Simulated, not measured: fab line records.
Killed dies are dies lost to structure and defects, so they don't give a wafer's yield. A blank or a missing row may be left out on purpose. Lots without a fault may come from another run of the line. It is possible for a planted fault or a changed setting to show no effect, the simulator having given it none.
fab line records + flow nand-harc
[record]
- lots = 7
- wafers = 21
- last-day = 33
route steps=1302 shown A_BLC@1121
lots untouched by any fault: they come from a run of this same line in which no faults occurred
start-h: hours from the record's opening day to when the first of the lot's shown wafers began + wait-h: time in hours since the lot's previous step + " repeats the value in the row above + L1.1+2: a row that stands for several wafers + - value missing, or start not given + * or withheld: withheld + < > ~ a bound
route shown NAME@n: a module of which the file shows steps, and the number in the route of the first + usual: average and standard deviation across the fault-free wafers + same: alike in all rows + chamber/n: place in a boat + sites: each site's reading + _std_site: the values' standard deviation + _edge_site: the outer-site mean with the inner-site mean subtracted + radius-mm: for every site, how far away it sits from the centre of the wafer + mask NAME#n: copy n + behind: the last tool/chamber to shape the wafer + hold: what put the lot on hold/how long, in hours/how the hold closed + device: which transistor (n, p or np) failed to switch + end of line: tests of these same wafers at the route's end + step lacking rows: just its recipe + killed: dies that structure and defects cost at the first sort, which is not the same as the wafer's yield + map: shows each die of a wafer: x if killed, . if not, _ if none is there
set.NAME: setting as actually run; set.NAME@STEP: the setting as run at that earlier step + model.NAME: the simulator's own value behind a step, which no gauge read
lots at some steps of the route; a table a step, a row a wafer
services: when a tool's chamber went out of use (start-h, in hours from the record's first day, below 0 if earlier), for how many hours, and the reason
[[steps]]
[step NHARC_A_BLC_ETCH_16]
[recipe]
- target-depth-a = 390
- over-etch-frac = 0.3
- time-s = 65
- ion-energy-ev = 80
- cf4-flow-sccm = 150
- ar-flow-sccm = 0
- rf-w = 300
- bias-w = 100
- chemistry = CF4
[usual]
- drypump-motor-current-A = 5.8/0.34
- oes-product-au = 1.001/0.007
- rf-vpp-V = 151.6/1.3
- showerhead-plenum-p-Torr = 1.79/0.074
- throttle-valve-pct = 13.284/0.0085
| lot.wafer | tool        | chamber | start-h | wait-h | drypump-motor-current-A | oes-product-au | rf-hours-counter-h | rf-vpp-V | showerhead-plenum-p-Torr | throttle-valve-pct |
|-----------|-------------|---------|---------|--------|-------------------------|----------------|--------------------|----------|--------------------------|--------------------|
| L293.4    | rie-diel-05 | 3       | 567.20  | 0.1    | 5.7                     | 1.007          | 11                 | 152.6    | 1.85                     | 13.289             |
| L293.1    | "           | 0       | "       | "      | 6.2                     | 1.008          | 11                 | 151.3    | 1.81                     | 13.280             |
| L293.5    | "           | 2       | "       | "      | 5.8                     | 1.003          | -                  | 152.7    | 1.88                     | 13.280             |
| L295.4    | rie-diel-05 | 2       | 573.22  | 0.1    | 5.8                     | 1.000          | 12                 | 151.5    | 1.88                     | 13.300             |
| L295.2    | "           | 1       | "       | "      | 5.3                     | 0.992          | 12                 | 151.2    | 1.83                     | 13.276             |
| L295.5    | "           | 3       | "       | "      | 5.7                     | 1.000          | -                  | 152.4    | 1.85                     | 13.273             |
| L296.2    | rie-diel-03 | 2       | 573.56  | 0.1    | 6.3                     | 1.007          | 10                 | 153.2    | 1.87                     | 13.301             |
| L296.4    | "           | 3       | "       | "      | 6.1                     | 1.005          | 10                 | 151.1    | 1.66                     | 13.277             |
| L296.6    | "           | 2       | "       | "      | 6.3                     | 1.007          | -                  | 153.6    | 1.87                     | 13.280             |
| L297.3    | rie-diel-05 | 2       | 630.05  | 0.1    | 5.7                     | 1.003          | 2                  | 151.3    | 1.88                     | 13.284             |
| L297.2    | "           | 3       | "       | "      | 5.7                     | 1.000          | 2                  | 151.3    | 1.85                     | 13.283             |
| L297.6    | "           | 1       | "       | "      | 5.3                     | 0.994          | -                  | 152.0    | 1.83                     | 13.281             |
| L306.3    | rie-diel-03 | 2       | 696.92  | 0.1    | 6.2                     | 1.005          | 3                  | 151.6    | 1.86                     | 13.280             |
| L306.1    | "           | 3       | "       | "      | 6.1                     | 1.023          | 3                  | 147.3    | 1.65                     | 13.275             |
| L306.4    | "           | 1       | "       | "      | 5.9                     | 0.996          | 3                  | 151.4    | 1.75                     | 13.279             |
| L311.3    | rie-diel-03 | 0       | 722.67  | 0.1    | 5.6                     | 1.002          | 5                  | 151.4    | 1.72                     | 13.281             |
| L311.1    | "           | 1       | "       | "      | 5.9                     | 0.992          | 5                  | 151.1    | 1.75                     | 13.293             |
| L311.6    | "           | 3       | "       | "      | 6.1                     | 0.997          | -                  | 150.5    | 1.65                     | 13.282             |
| L310.3    | rie-diel-03 | 3       | 731.93  | 0.1    | 6.1                     | 1.002          | 7                  | 148.7    | 1.65                     | 13.272             |
| L310.1    | "           | 0       | "       | "      | 5.6                     | 0.996          | 7                  | 150.1    | 1.72                     | 13.283             |
| L310.6    | "           | 3       | "       | "      | 6.1                     | 1.002          | -                  | 150.3    | 1.65                     | 13.306             |
[step NHARC_A_BLC_ETCH_17]
[recipe]
- target-depth-a = 3900
- over-etch-frac = 0.25
- time-s = 609.38
- ion-energy-ev = 200
- n2-flow-sccm = 150
- h2-flow-sccm = 150
- ar-flow-sccm = 0
- rf-w = 400
- bias-w = 150
- chemistry = N2/H2
[usual]
- drypump-motor-current-A = 5.8/0.35
- oes-product-au = 1.001/0.008
- rf-vpp-V = 431.3/2.7
- showerhead-plenum-p-Torr = 2.07/0.096
- throttle-valve-pct = 14.170/0.0098
| lot.wafer | tool        | chamber | start-h | wait-h | drypump-motor-current-A | oes-product-au | rf-hours-counter-h | rf-vpp-V | showerhead-plenum-p-Torr | throttle-valve-pct |
|-----------|-------------|---------|---------|--------|-------------------------|----------------|--------------------|----------|--------------------------|--------------------|
| L293.1    | rie-diel-05 | 2       | -       | -      | 5.8                     | 0.992          | 11                 | 434.8    | 2.18                     | 14.161             |
| L293.4    | "           | 0       | "       | "      | 6.2                     | 1.013          | 11                 | 432.1    | 2.09                     | 14.182             |
| L293.5    | "           | 3       | "       | "      | 5.7                     | 1.005          | -                  | 432.9    | 2.15                     | 14.167             |
| L295.4    | rie-diel-05 | 3       | -       | -      | 5.7                     | 1.001          | 12                 | 433.6    | 2.15                     | 14.167             |
| L295.2    | "           | 1       | "       | "      | 5.3                     | 1.000          | 12                 | 434.1    | 2.12                     | 14.172             |
| L295.5    | "           | 3       | "       | "      | 5.7                     | 0.994          | -                  | 432.7    | 2.15                     | 14.186             |
| L296.4    | rie-diel-03 | 3       | -       | -      | 6.1                     | 1.004          | 10                 | 426.1    | 1.90                     | 14.174             |
| L296.2    | "           | 1       | "       | "      | 5.9                     | 0.988          | 10                 | 429.2    | 2.02                     | 14.173             |
| L296.6    | "           | 3       | "       | "      | 6.1                     | 1.003          | -                  | 427.9    | 1.90                     | 14.187             |
| L297.2    | rie-diel-05 | 2       | -       | -      | 5.8                     | 1.019          | 2                  | 433.9    | 2.18                     | 14.169             |
| L297.3    | "           | 3       | "       | "      | 5.7                     | 0.988          | 2                  | 432.5    | 2.14                     | 14.186             |
| L297.6    | "           | 2       | "       | "      | 5.8                     | 1.000          | -                  | 434.7    | 2.18                     | 14.170             |
| L306.4    | rie-diel-03 | 2       | -       | -      | 6.2                     | 0.997          | 3                  | 434.2    | 2.16                     | 14.170             |
| L306.3    | "           | 3       | "       | "      | 6.1                     | 1.009          | 3                  | 425.5    | 1.89                     | 14.165             |
| L306.1    | "           | 1       | "       | "      | 5.8                     | 1.001          | 3                  | 429.9    | 2.02                     | 14.172             |
| L311.1    | rie-diel-03 | 3       | -       | -      | 6.1                     | 1.007          | 6                  | 426.3    | 1.89                     | 14.173             |
| L311.3    | "           | 0       | "       | "      | 5.7                     | 1.002          | 5                  | 429.0    | 1.98                     | 14.177             |
| L311.6    | "           | 0       | "       | "      | 5.7                     | 1.010          | -                  | 429.4    | 1.98                     | 14.167             |
| L310.3    | rie-diel-03 | 3       | -       | -      | 6.1                     | 1.012          | 7                  | 426.9    | 1.89                     | 14.178             |
| L310.1    | "           | 2       | "       | "      | 6.3                     | 1.003          | 7                  | 434.2    | 2.16                     | 14.167             |
| L310.6    | "           | 3       | "       | "      | 6.1                     | 1.015          | -                  | 425.9    | 1.89                     | 14.181             |
[step NHARC_A_BLC_ETCH_18]
[recipe]
- target-depth-a = 9100
- c4f8-flow-sccm = 20
- o2-flow-sccm = 10
- ar-flow-sccm = withheld
- rf-w = 600
- bias-w = 1500
- chemistry = C4F8/O2/Ar
[step NHARC_A_BLC_CD_MEAS_19]
[usual]
- cd-nm = 99.4/1.7
| lot.wafer | tool      | chamber | start-h | wait-h | cd-nm |
|-----------|-----------|---------|---------|--------|-------|
| L293.1    | cd-sem-03 | -       | 568.06  | -      | 97.8  |
| L293.4    | "         | -       | "       | "      | 98.4  |
| L293.5    | "         | -       | "       | "      | 98.9  |
| L295.2    | cd-sem-03 | -       | 574.11  | -      | 99.3  |
| L295.4    | "         | -       | "       | "      | 98.0  |
| L295.5    | "         | -       | "       | "      | 97.5  |
| L296.2    | cd-sem-01 | -       | 574.44  | -      | 98.1  |
| L296.4    | "         | -       | "       | "      | 97.4  |
| L296.6    | "         | -       | "       | "      | 99.1  |
| L297.2    | cd-sem-03 | -       | 630.94  | -      | 100.0 |
| L297.3    | "         | -       | "       | "      | 99.9  |
| L297.6    | "         | -       | "       | "      | 97.5  |
| L306.1    | cd-sem-02 | -       | 697.80  | -      | 99.4  |
| L306.3    | "         | -       | "       | "      | 98.8  |
| L306.4    | "         | -       | "       | "      | 98.7  |
| L311.1    | cd-sem-01 | -       | 723.55  | -      | 98.5  |
| L311.3    | "         | -       | "       | "      | 101.0 |
| L311.6    | "         | -       | "       | "      | 100.7 |
| L310.1    | cd-sem-02 | -       | 732.80  | -      | 99.0  |
| L310.3    | "         | -       | "       | "      | 97.1  |
| L310.6    | "         | -       | "       | "      | 97.4  |
[step NHARC_A_BLC_STRIP_29]
[recipe]
- cf4-flow-sccm = 150
- ar-flow-sccm = 0
- bias-w = 0
- chemistry = CF4
[usual]
- drypump-motor-current-A = 5.8/0.35
- oes-product-au = 1.002/0.0087
- rf-vpp-V = 59.4/0.87
- showerhead-plenum-p-Torr = 1.79/0.074
- throttle-valve-pct = 13.285/0.01
| lot.wafer | tool        | chamber | start-h | wait-h | drypump-motor-current-A | oes-product-au | rf-hours-counter-h | rf-vpp-V | showerhead-plenum-p-Torr | throttle-valve-pct |
|-----------|-------------|---------|---------|--------|-------------------------|----------------|--------------------|----------|--------------------------|--------------------|
| L293.1    | rie-diel-05 | 3       | 568.16  | 0.1    | 5.7                     | 0.992          | 11                 | 59.5     | 1.85                     | 13.287             |
| L293.4    | "           | 0       | "       | "      | 6.1                     | 1.016          | 11                 | 59.6     | 1.81                     | 13.291             |
| L293.5    | "           | 2       | "       | "      | 5.8                     | 1.001          | -                  | 60.0     | 1.88                     | 13.290             |
| L295.2    | rie-diel-05 | 1       | 574.19  | 0.1    | 5.3                     | 1.009          | 12                 | 58.7     | 1.83                     | 13.289             |
| L295.4    | "           | 2       | "       | "      | 5.8                     | 1.002          | 12                 | 59.8     | 1.88                     | 13.292             |
| L295.5    | "           | 0       | "       | "      | 6.2                     | 1.010          | -                  | 59.9     | 1.81                     | 13.281             |
| L296.4    | rie-diel-05 | 0       | 574.51  | 0.1    | 6.2                     | 1.020          | 12                 | 60.9     | 1.81                     | 13.274             |
| L296.2    | "           | 3       | "       | "      | 5.7                     | 1.004          | 12                 | 57.7     | 1.85                     | 13.289             |
| L296.6    | "           | 0       | "       | "      | 6.2                     | 1.011          | -                  | 58.3     | 1.80                     | 13.285             |
| L297.3    | rie-diel-03 | 0       | 631.02  | 0.1    | 5.6                     | 0.987          | 14                 | 58.8     | 1.72                     | 13.293             |
| L297.2    | "           | 1       | "       | "      | 5.8                     | 0.999          | 14                 | 60.2     | 1.75                     | 13.288             |
| L297.6    | "           | 0       | "       | "      | 5.7                     | 0.988          | -                  | 58.7     | 1.72                     | 13.283             |
| L306.4    | rie-diel-01 | 0       | 697.88  | 0.1    | 5.7                     | 0.993          | 45                 | 58.7     | 1.69                     | 13.294             |
| L306.1    | "           | 1       | "       | "      | 5.1                     | 0.994          | 43                 | 60.0     | 1.88                     | 13.269             |
| L306.3    | "           | 3       | "       | "      | 5.1                     | 1.002          | 43                 | 59.6     | 1.81                     | 13.290             |
| L311.1    | rie-diel-05 | 0       | 723.63  | 0.1    | 6.1                     | 1.003          | 7                  | 60.0     | 1.80                     | 13.284             |
| L311.3    | "           | 2       | "       | "      | 5.8                     | 0.995          | 8                  | 59.9     | 1.88                     | 13.270             |
| L311.6    | "           | 3       | "       | "      | 5.7                     | 1.000          | -                  | 59.8     | 1.85                     | 13.287             |
| L310.3    | rie-diel-05 | 0       | 732.90  | 0.1    | 6.2                     | 0.996          | 8                  | 59.5     | 1.80                     | 13.291             |
| L310.1    | "           | 1       | "       | "      | 5.3                     | 0.985          | 9                  | 59.8     | 1.83                     | 13.281             |
| L310.6    | "           | 2       | "       | "      | 5.7                     | 1.004          | -                  | 60.1     | 1.88                     | 13.281             |
[step NHARC_A_BLC_STRIP_21]
[recipe]
- o2-flow-sccm = 500
- ar-flow-sccm = 0
- bias-w = 0
- chemistry = O2
[step NHARC_A_BLC_STRIP_22]
[recipe]
- time-s = 600
- temp-c = 30
- chemistry = post-etch-residue-remover
[step NHARC_A_BLC_DEGAS_30]
[recipe]
- temp-c = 300
- time-s = 60
[usual]
- heater-power-w = 477/52
| lot.wafer | tool           | chamber | start-h | wait-h | heater-power-w |
|-----------|----------------|---------|---------|--------|----------------|
| L293.4    | pvd-sputter-02 | -       | 568.66  | -      | 455            |
| L293.1    | "              | -       | "       | "      | 513            |
| L293.5    | "              | -       | "       | "      | 533            |
| L295.2    | pvd-sputter-02 | -       | 574.71  | -      | 498            |
| L295.4    | "              | -       | "       | "      | 444            |
| L295.5    | "              | -       | "       | "      | 514            |
| L296.4    | pvd-sputter-01 | -       | 575.04  | -      | 536            |
| L296.2    | "              | -       | "       | "      | 485            |
| L296.6    | "              | -       | "       | "      | 563            |
| L297.2    | pvd-sputter-03 | -       | 631.53  | -      | 413            |
| L297.3    | "              | -       | "       | "      | 409            |
| L297.6    | "              | -       | "       | "      | 483            |
| L306.1    | pvd-sputter-03 | -       | 698.41  | -      | 397            |
| L306.4    | "              | -       | "       | "      | 472            |
| L306.3    | "              | -       | "       | "      | 407            |
| L311.1    | pvd-sputter-02 | -       | 724.16  | -      | 468            |
| L311.3    | "              | -       | "       | "      | 456            |
| L311.6    | "              | -       | "       | "      | 468            |
| L310.1    | pvd-sputter-02 | -       | 733.42  | -      | 455            |
| L310.3    | "              | -       | "       | "      | 564            |
| L310.6    | "              | -       | "       | "      | 457            |
[step NHARC_A_BLC_PRE_CLEAN_31]
[recipe]
- time-s = 15
- bias-v = 250
- gas = Ar
[step NHARC_A_BLC_PVD_32]
[recipe]
- target-thk-a = 50
- chamber-pressure-pa = 5
- power-w = 5000
- substrate-temp-c = 200
- time-s = 17.7
- material = Ti
[usual]
- throttle-valve-pct = 30.1/0.8
| lot.wafer | tool           | chamber | start-h | wait-h | throttle-valve-pct |
|-----------|----------------|---------|---------|--------|--------------------|
| L293.4    | pvd-sputter-02 | -       | -       | -      | 30.3               |
| L293.1    | "              | -       | "       | "      | 30.3               |
| L293.5    | "              | -       | "       | "      | 30.2               |
| L295.2    | pvd-sputter-02 | -       | -       | -      | 30.3               |
| L295.4    | "              | -       | "       | "      | 30.4               |
| L295.5    | "              | -       | "       | "      | 30.3               |
| L296.2    | pvd-sputter-01 | -       | -       | -      | 29.5               |
| L296.4    | "              | -       | "       | "      | 32.5               |
| L296.6    | "              | -       | "       | "      | 30.0               |
| L297.3    | pvd-sputter-03 | -       | -       | -      | 30.3               |
| L297.2    | "              | -       | "       | "      | 29.8               |
| L297.6    | "              | -       | "       | "      | 30.3               |
| L306.1    | pvd-sputter-03 | -       | -       | -      | 29.8               |
| L306.3    | "              | -       | "       | "      | 30.4               |
| L306.4    | "              | -       | "       | "      | 29.9               |
| L311.1    | pvd-sputter-02 | -       | -       | -      | 30.6               |
| L311.3    | "              | -       | "       | "      | 30.0               |
| L311.6    | "              | -       | "       | "      | 30.9               |
| L310.1    | pvd-sputter-02 | -       | -       | -      | 30.1               |
| L310.3    | "              | -       | "       | "      | 29.1               |
| L310.6    | "              | -       | "       | "      | 31.3               |
[step NHARC_A_BLC_ALD_23]
[recipe]
- target-thk-a = 30
- pulse-time-s = 1
- ald-cycles = 150
- temp-c = 450
- material = TiN
[step NHARC_A_BLC_CVD_24]
[recipe]
- target-thk-a = 1500
- temp-c = 300
- pressure-torr = 40
- wf6-flow-sccm = 40
- h2-flow-sccm = 1600
- ar-flow-sccm = 1560
- time-s = 434
- material = W
[step NHARC_A_BLC_CMP_25]
[recipe]
- t-overpolish-s = 30
- target-thk-nm = 150
[usual]
- edge-zone-pressure-frac = 1.001/0.005
- motor-current-A = 12.5/1.3
- overpolish-run-s = 30.001/0.0092
- time-to-endpoint-s = 29.7/2.4
| lot.wafer | tool   | chamber | start-h | wait-h | edge-zone-pressure-frac | motor-current-A | overpolish-run-s | time-to-endpoint-s |
|-----------|--------|---------|---------|--------|-------------------------|-----------------|------------------|--------------------|
| L293.4    | cmp-02 | 2       | 569.66  | 0.3    | -                       | -               | -                | -                  |
| L293.1    | "      | 0       | "       | "      | -                       | -               | -                | -                  |
| L293.5    | "      | 1       | "       | "      | -                       | -               | -                | -                  |
| L295.2    | cmp-02 | 2       | 575.70  | 0.4    | -                       | -               | -                | -                  |
| L295.4    | "      | 0       | "       | "      | -                       | -               | -                | -                  |
| L295.5    | "      | 2       | "       | "      | -                       | -               | -                | -                  |
| L296.4    | cmp-04 | 1       | 576.01  | 0.2    | -                       | -               | -                | -                  |
| L296.2    | "      | 3       | "       | "      | -                       | -               | -                | -                  |
| L296.6    | "      | 2       | "       | "      | -                       | -               | -                | -                  |
| L297.2    | cmp-03 | 3       | 632.54  | 0.5    | 1.005                   | 12.9            | 30.013           | 29.5               |
| L297.3    | "      | 1       | "       | "      | 0.997                   | 11.8            | 30.009           | 30.4               |
| L297.6    | "      | 3       | "       | "      | 0.995                   | 11.9            | 30.010           | 27.8               |
| L306.3    | cmp-04 | 2       | 699.38  | 0.3    | 1.000                   | 12.9            | 30.011           | 24.2               |
| L306.1    | "      | 0       | "       | "      | 0.991                   | 15.5            | 29.990           | 25.8               |
| L306.4    | "      | 1       | "       | "      | 0.994                   | 12.2            | 30.004           | 27.2               |
| L311.3    | cmp-04 | 3       | 725.13  | 0.2    | 1.004                   | 13.9            | 30.009           | 33.0               |
| L311.1    | "      | 0       | "       | "      | 1.000                   | 16.4            | 29.991           | 34.2               |
| L311.6    | "      | 0       | "       | "      | 0.993                   | 15.8            | 29.989           | 31.1               |
| L310.1    | cmp-02 | 0       | 734.38  | 0.4    | 0.998                   | 11.1            | 30.008           | 29.7               |
| L310.3    | "      | 1       | "       | "      | 1.000                   | 11.9            | 30.015           | 31.0               |
| L310.6    | "      | 1       | "       | "      | 1.002                   | 11.8            | 29.997           | 28.1               |
[step NHARC_A_BLC_SRD_27]
[step NHARC_A_BLC_INSPECT_28]
[usual]
- raw-defect-count = 545/140
| lot.wafer | tool              | chamber | start-h | wait-h | raw-defect-count |
|-----------|-------------------|---------|---------|--------|------------------|
| L293.1    | defect-inspect-02 | -       | 570.04  | 0.1    | 6733             |
| L293.4    | "                 | -       | "       | "      | 6830             |
| L293.5    | "                 | -       | "       | "      | 6742             |
| L295.2    | defect-inspect-01 | -       | 576.08  | 0.1    | 6849             |
| L295.4    | "                 | -       | "       | "      | 6699             |
| L295.5    | "                 | -       | "       | "      | 6567             |
| L296.2    | defect-inspect-02 | -       | 576.41  | 0.1    | 6661             |
| L296.4    | "                 | -       | "       | "      | 6919             |
| L296.6    | "                 | -       | "       | "      | 6741             |
| L297.2    | defect-inspect-02 | -       | 632.92  | 0.1    | 390              |
| L297.3    | "                 | -       | "       | "      | 634              |
| L297.6    | "                 | -       | "       | "      | 481              |
| L306.1    | defect-inspect-02 | -       | 699.78  | 0.1    | 683              |
| L306.3    | "                 | -       | "       | "      | 574              |
| L306.4    | "                 | -       | "       | "      | 499              |
| L311.1    | defect-inspect-01 | -       | 725.53  | 0.1    | 671              |
| L311.3    | "                 | -       | "       | "      | 484              |
| L311.6    | "                 | -       | "       | "      | 400              |
| L310.1    | defect-inspect-01 | -       | 734.78  | 0.1    | 594              |
| L310.3    | "                 | -       | "       | "      | 555              |
| L310.6    | "                 | -       | "       | "      | 440              |
[[services]]
| tool           | chamber | start-h | hours | kind   |
|----------------|---------|---------|-------|--------|
| cmp-03         | -       | 554.00  | 4.0   | pm     |
| rie-diel-01    | -       | 560.44  | 9.0   | pm     |
| rie-diel-05    | -       | 560.94  | 0.1   | repair |
| cmp-02         | -       | 562.49  | 3.4   | repair |
| rie-diel-05    | -       | 583.60  | 9.0   | pm     |
| pvd-sputter-01 | -       | 586.00  | 10.0  | pm     |
| cmp-04         | -       | 602.35  | 4.0   | pm     |
| cmp-02         | -       | 613.81  | 2.0   | repair |
| cmp-02         | -       | 624.51  | 4.0   | pm     |
| rie-diel-03    | -       | 635.38  | 9.0   | pm     |
| pvd-sputter-02 | -       | 638.00  | 10.0  | pm     |
| rie-diel-01    | 2       | 643.59  | 19.3  | repair |
| cmp-03         | -       | 648.69  | 2.1   | repair |
| cmp-02         | -       | 651.59  | 0.9   | repair |
| rie-diel-05    | 0       | 660.61  | 9.7   | repair |
| pvd-sputter-01 | -       | 671.57  | 7.4   | repair |
| pvd-sputter-02 | -       | 682.77  | 3.9   | repair |
| cmp-04         | -       | 700.35  | 4.0   | pm     |
| pvd-sputter-03 | -       | 704.02  | 10.0  | pm     |
| cmp-04         | -       | 710.96  | 7.2   | repair |
| cmp-02         | -       | 716.03  | 0.3   | repair |
| cmp-02         | -       | 722.51  | 4.0   | pm     |
| cmp-04         | -       | 727.14  | 3.3   | repair |
| rie-diel-03    | -       | 729.35  | 0.9   | repair |
[[key]]
[first-sign]
- step = NHARC_A_BLC_CMP_25
- reading = tool-record
- direction = missing
[effect]
- step = NHARC_A_BLC_INSPECT_28
- reading = raw-defect-count
- direction = up
- sigmas = 44
- usual = 545
- struck = 6749
met-at NHARC_A_BLC_CMP_25
struck-wafers L293.1,L293.4,L293.5,L295.2,L295.4,L295.5,L296.2,L296.4,L296.6
later-rows-left-out L293.1,L293.4,L293.5,L295.2,L295.4,L295.5,L296.2,L296.4,L296.6
sort-left-out L293.1,L293.4,L293.5,L295.2,L295.4,L295.5,L296.2,L296.4,L296.6
tester-left-out L293,L295,L296
[fault]
- kind = skipped-step-whole
- tool = cmp-02,cmp-04
- chamber = -
- onset-h = 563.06
- steps = NHARC_A_BLC_CMP_25
- scope = struck-lots-only
// tester-left-out: of these lots the tester's yield and bins aren't shown, on N5 and GAA mostly nor the transistor test; their killed dies are dies lost to structure and defects alone, not to doping, threshold or leakage, so they don't give the yield
// sort-left-out: the simulated sort isn't trusted on such a fault, so these wafers' sort isn't shown, and their yield isn't known
// later-rows-left-out: the simulator's readings of these wafers behind a module that went badly wrong aren't trusted and aren't shown, but for the sort
